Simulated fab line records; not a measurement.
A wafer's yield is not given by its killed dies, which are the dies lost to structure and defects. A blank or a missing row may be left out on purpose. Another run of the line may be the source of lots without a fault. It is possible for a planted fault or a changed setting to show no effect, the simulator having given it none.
Lot-split experiment || flow n5Finfet || 39 wafers read from 7 lots, route of 1938 steps

THE SPLIT
At N5_FIN_SAQP_SPACER1_ALD_24 (deposits SiO2, target thk 20.3 nm, pulse time 1 s, purge time 2 s), the setting tempC was moved away from the recipe's 300 C on 12 of the 39 wafers read, by -4.7% to +4.3%. For the rest of the wafers, this setting stayed at what the recipe calls for.

The reading comes from the split's own step.

THE READING
SiO2_of_FIN_SAQP_SPACER1_ALD_24.thkNm (the simulator's own value, which no gauge read), in nm, at N5_FIN_SAQP_SPACER1_ALD_24 (deposits SiO2, target thk 20.3 nm, pulse time 1 s, purge time 2 s). The file does not state a usual value for it. Here, 27 wafers ran the recipe; their average is 20.3 nm with a standard deviation of 0.13 nm.

{"wafer": "L074.3", "tool, chamber at the split": "aldSin-03, 2", "tempC as run, C": 300, "against the recipe": "recipe", "SiO2_of_FIN_SAQP_SPACER1_ALD_24.thkNm, nm": 20.4, "against lot-mates on the recipe": "-"}
{"wafer": "L074.5", "tool, chamber at the split": "aldSin-03, 2", "tempC as run, C": 300, "against the recipe": "recipe", "SiO2_of_FIN_SAQP_SPACER1_ALD_24.thkNm, nm": 20.4, "against lot-mates on the recipe": "-"}
{"wafer": "L074.6", "tool, chamber at the split": "aldSin-03, 3", "tempC as run, C": 300, "against the recipe": "recipe", "SiO2_of_FIN_SAQP_SPACER1_ALD_24.thkNm, nm": 20.2, "against lot-mates on the recipe": "-"}
{"wafer": "L078.1", "tool, chamber at the split": "aldSin-03, 1", "tempC as run, C": 312.8, "against the recipe": "+4.3%", "SiO2_of_FIN_SAQP_SPACER1_ALD_24.thkNm, nm": 19.8, "against lot-mates on the recipe": -0.7}
{"wafer": "L078.2", "tool, chamber at the split": "aldSin-03, 2,3", "tempC as run, C": 300, "against the recipe": "recipe", "SiO2_of_FIN_SAQP_SPACER1_ALD_24.thkNm, nm": 20.4, "against lot-mates on the recipe": "-"}
{"wafer": "L078.3", "tool, chamber at the split": "aldSin-03, 2,3", "tempC as run, C": 300, "against the recipe": "recipe", "SiO2_of_FIN_SAQP_SPACER1_ALD_24.thkNm, nm": 20.4, "against lot-mates on the recipe": "-"}
{"wafer": "L078.4", "tool, chamber at the split": "aldSin-03, 0", "tempC as run, C": 300, "against the recipe": "recipe", "SiO2_of_FIN_SAQP_SPACER1_ALD_24.thkNm, nm": 20.6, "against lot-mates on the recipe": "-"}
{"wafer": "L078.5", "tool, chamber at the split": "aldSin-03, 0,3", "tempC as run, C": 312.8, "against the recipe": "+4.3%", "SiO2_of_FIN_SAQP_SPACER1_ALD_24.thkNm, nm": 20, "against lot-mates on the recipe": -0.5}
{"wafer": "L078.6", "tool, chamber at the split": "aldSin-03, 0,3", "tempC as run, C": 312.8, "against the recipe": "+4.3%", "SiO2_of_FIN_SAQP_SPACER1_ALD_24.thkNm, nm": 20, "against lot-mates on the recipe": -0.5}
{"wafer": "L080.1", "tool, chamber at the split": "aldSin-01, 3,2,3,0", "tempC as run, C": 300, "against the recipe": "recipe", "SiO2_of_FIN_SAQP_SPACER1_ALD_24.thkNm, nm": 20.4, "against lot-mates on the recipe": "-"}
{"wafer": "L080.2", "tool, chamber at the split": "aldSin-01, 3,2,3,0", "tempC as run, C": 300, "against the recipe": "recipe", "SiO2_of_FIN_SAQP_SPACER1_ALD_24.thkNm, nm": 20.4, "against lot-mates on the recipe": "-"}
{"wafer": "L080.5", "tool, chamber at the split": "aldSin-01, 3,2,3,0", "tempC as run, C": 300, "against the recipe": "recipe", "SiO2_of_FIN_SAQP_SPACER1_ALD_24.thkNm, nm": 20.4, "against lot-mates on the recipe": "-"}
{"wafer": "L080.6", "tool, chamber at the split": "aldSin-01, 3,2,3,0", "tempC as run, C": 300, "against the recipe": "recipe", "SiO2_of_FIN_SAQP_SPACER1_ALD_24.thkNm, nm": 20.4, "against lot-mates on the recipe": "-"}
{"wafer": "L080.3", "tool, chamber at the split": "aldSin-01, 1,0", "tempC as run, C": 300, "against the recipe": "recipe", "SiO2_of_FIN_SAQP_SPACER1_ALD_24.thkNm, nm": 20.2, "against lot-mates on the recipe": "-"}
{"wafer": "L080.4", "tool, chamber at the split": "aldSin-01, 1,0", "tempC as run, C": 300, "against the recipe": "recipe", "SiO2_of_FIN_SAQP_SPACER1_ALD_24.thkNm, nm": 20.2, "against lot-mates on the recipe": "-"}
{"wafer": "L081.1", "tool, chamber at the split": "aldSin-04, 0", "tempC as run, C": 300, "against the recipe": "recipe", "SiO2_of_FIN_SAQP_SPACER1_ALD_24.thkNm, nm": 20, "against lot-mates on the recipe": "-"}
{"wafer": "L081.2", "tool, chamber at the split": "aldSin-04, 3,2,1,0,1", "tempC as run, C": 300, "against the recipe": "recipe", "SiO2_of_FIN_SAQP_SPACER1_ALD_24.thkNm, nm": 20.2, "against lot-mates on the recipe": "-"}
{"wafer": "L081.3", "tool, chamber at the split": "aldSin-04, 3,2,1,0,1", "tempC as run, C": 300, "against the recipe": "recipe", "SiO2_of_FIN_SAQP_SPACER1_ALD_24.thkNm, nm": 20.2, "against lot-mates on the recipe": "-"}
{"wafer": "L081.4", "tool, chamber at the split": "aldSin-04, 3,2,1,0,1", "tempC as run, C": 300, "against the recipe": "recipe", "SiO2_of_FIN_SAQP_SPACER1_ALD_24.thkNm, nm": 20.2, "against lot-mates on the recipe": "-"}
{"wafer": "L081.5", "tool, chamber at the split": "aldSin-04, 3,2,1,0,1", "tempC as run, C": 300, "against the recipe": "recipe", "SiO2_of_FIN_SAQP_SPACER1_ALD_24.thkNm, nm": 20.2, "against lot-mates on the recipe": "-"}
{"wafer": "L081.6", "tool, chamber at the split": "aldSin-04, 3,2,1,0,1", "tempC as run, C": 300, "against the recipe": "recipe", "SiO2_of_FIN_SAQP_SPACER1_ALD_24.thkNm, nm": 20.2, "against lot-mates on the recipe": "-"}
{"wafer": "L083.1", "tool, chamber at the split": "aldSin-03, 1", "tempC as run, C": 300, "against the recipe": "recipe", "SiO2_of_FIN_SAQP_SPACER1_ALD_24.thkNm, nm": 20.2, "against lot-mates on the recipe": "-"}
{"wafer": "L083.2", "tool, chamber at the split": "aldSin-03, 2,0,3", "tempC as run, C": 307.1, "against the recipe": "+2.4%", "SiO2_of_FIN_SAQP_SPACER1_ALD_24.thkNm, nm": 20.2, "against lot-mates on the recipe": -0.1}
{"wafer": "L083.3", "tool, chamber at the split": "aldSin-03, 2,0,3", "tempC as run, C": 307.1, "against the recipe": "+2.4%", "SiO2_of_FIN_SAQP_SPACER1_ALD_24.thkNm, nm": 20.2, "against lot-mates on the recipe": -0.1}
{"wafer": "L083.4", "tool, chamber at the split": "aldSin-03, 2,0,3", "tempC as run, C": 307.1, "against the recipe": "+2.4%", "SiO2_of_FIN_SAQP_SPACER1_ALD_24.thkNm, nm": 20.2, "against lot-mates on the recipe": -0.1}
{"wafer": "L083.5", "tool, chamber at the split": "aldSin-03, 3,0", "tempC as run, C": 300, "against the recipe": "recipe", "SiO2_of_FIN_SAQP_SPACER1_ALD_24.thkNm, nm": 20.4, "against lot-mates on the recipe": "-"}
{"wafer": "L083.6", "tool, chamber at the split": "aldSin-03, 3,0", "tempC as run, C": 300, "against the recipe": "recipe", "SiO2_of_FIN_SAQP_SPACER1_ALD_24.thkNm, nm": 20.4, "against lot-mates on the recipe": "-"}
{"wafer": "L086.1", "tool, chamber at the split": "aldSin-01, 3,1,2", "tempC as run, C": 300, "against the recipe": "recipe", "SiO2_of_FIN_SAQP_SPACER1_ALD_24.thkNm, nm": 20.2, "against lot-mates on the recipe": "-"}
{"wafer": "L086.2", "tool, chamber at the split": "aldSin-01, 3,1,2", "tempC as run, C": 300, "against the recipe": "recipe", "SiO2_of_FIN_SAQP_SPACER1_ALD_24.thkNm, nm": 20.2, "against lot-mates on the recipe": "-"}
{"wafer": "L086.3", "tool, chamber at the split": "aldSin-01, 3,1,2", "tempC as run, C": 300, "against the recipe": "recipe", "SiO2_of_FIN_SAQP_SPACER1_ALD_24.thkNm, nm": 20.2, "against lot-mates on the recipe": "-"}
{"wafer": "L086.4", "tool, chamber at the split": "aldSin-01, 0", "tempC as run, C": 309, "against the recipe": "+3.0%", "SiO2_of_FIN_SAQP_SPACER1_ALD_24.thkNm, nm": 20, "against lot-mates on the recipe": -0.2}
{"wafer": "L086.6", "tool, chamber at the split": "aldSin-01, 0", "tempC as run, C": 309, "against the recipe": "+3.0%", "SiO2_of_FIN_SAQP_SPACER1_ALD_24.thkNm, nm": 20, "against lot-mates on the recipe": -0.2}
{"wafer": "L086.5", "tool, chamber at the split": "aldSin-01, 1", "tempC as run, C": 309, "against the recipe": "+3.0%", "SiO2_of_FIN_SAQP_SPACER1_ALD_24.thkNm, nm": 19.8, "against lot-mates on the recipe": -0.4}
{"wafer": "L095.1", "tool, chamber at the split": "aldSin-03, 3,0", "tempC as run, C": 300, "against the recipe": "recipe", "SiO2_of_FIN_SAQP_SPACER1_ALD_24.thkNm, nm": 20.4, "against lot-mates on the recipe": "-"}
{"wafer": "L095.4", "tool, chamber at the split": "aldSin-03, 3,0", "tempC as run, C": 300, "against the recipe": "recipe", "SiO2_of_FIN_SAQP_SPACER1_ALD_24.thkNm, nm": 20.4, "against lot-mates on the recipe": "-"}
{"wafer": "L095.2", "tool, chamber at the split": "aldSin-03, 2,0", "tempC as run, C": 285.9, "against the recipe": "-4.7%", "SiO2_of_FIN_SAQP_SPACER1_ALD_24.thkNm, nm": 21.4, "against lot-mates on the recipe": "+1.1"}
{"wafer": "L095.5", "tool, chamber at the split": "aldSin-03, 2,0", "tempC as run, C": 285.9, "against the recipe": "-4.7%", "SiO2_of_FIN_SAQP_SPACER1_ALD_24.thkNm, nm": 21.4, "against lot-mates on the recipe": "+1.1"}
{"wafer": "L095.3", "tool, chamber at the split": "aldSin-03, 1", "tempC as run, C": 300, "against the recipe": "recipe", "SiO2_of_FIN_SAQP_SPACER1_ALD_24.thkNm, nm": 20.2, "against lot-mates on the recipe": "-"}
{"wafer": "L095.6", "tool, chamber at the split": "aldSin-03, 1", "tempC as run, C": 285.9, "against the recipe": "-4.7%", "SiO2_of_FIN_SAQP_SPACER1_ALD_24.thkNm, nm": 21.2, "against lot-mates on the recipe": "+0.9"}
If several chambers appear in one row, that row covers several wafers at once and the file leaves open which wafer was in which chamber.

FIT RESULTS
A straight line over all 39 wafers: SiO2_of_FIN_SAQP_SPACER1_ALD_24.thkNm changes by -0.148 nm for each +1% of tempC; r = -0.87; the points scatter about the line by 0.17 nm.
The same after taking each lot's own level away (the mean of its wafers on the recipe; 39 wafers): -0.153 nm for each +1%; r = -0.92; scatter 0.13 nm.
That fit puts the effect of the largest move of tempC on the reading at 0.72 nm.
From 20.17 to 20.47 nm: that is the span of the lots' own levels, equal to 2.4 times the standard deviation above.
So the lot-to-lot level changes the slope little: the two slopes agree.
Check: +0.717 nm against its lot-mates is what the line predicts for one of the wafers moved furthest among these (-4.7%) when that wafer is left out of the fit. Against them it came out at +1.07 nm.

THE OTHER SPLITS THESE WAFERS WENT THROUGH
Before the reading, these wafers also passed through other splits. Each is held against what the fit with the lots' levels taken away leaves over:
{"other split on the same wafers": "N5_FIN_SAQP_HM_DEP_72 timeS", "wafers away from the commonest value": 12, "r with SiO2_of_FIN_SAQP_SPACER1_ALD_24.thkNm (lot level and that fit taken away)": "+0.15"}

THE FILE'S OWN FIT
SiO2_of_FIN_SAQP_SPACER1_ALD_24.thkNm changes by -0.147 nm for each +1% of tempC, r = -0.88.
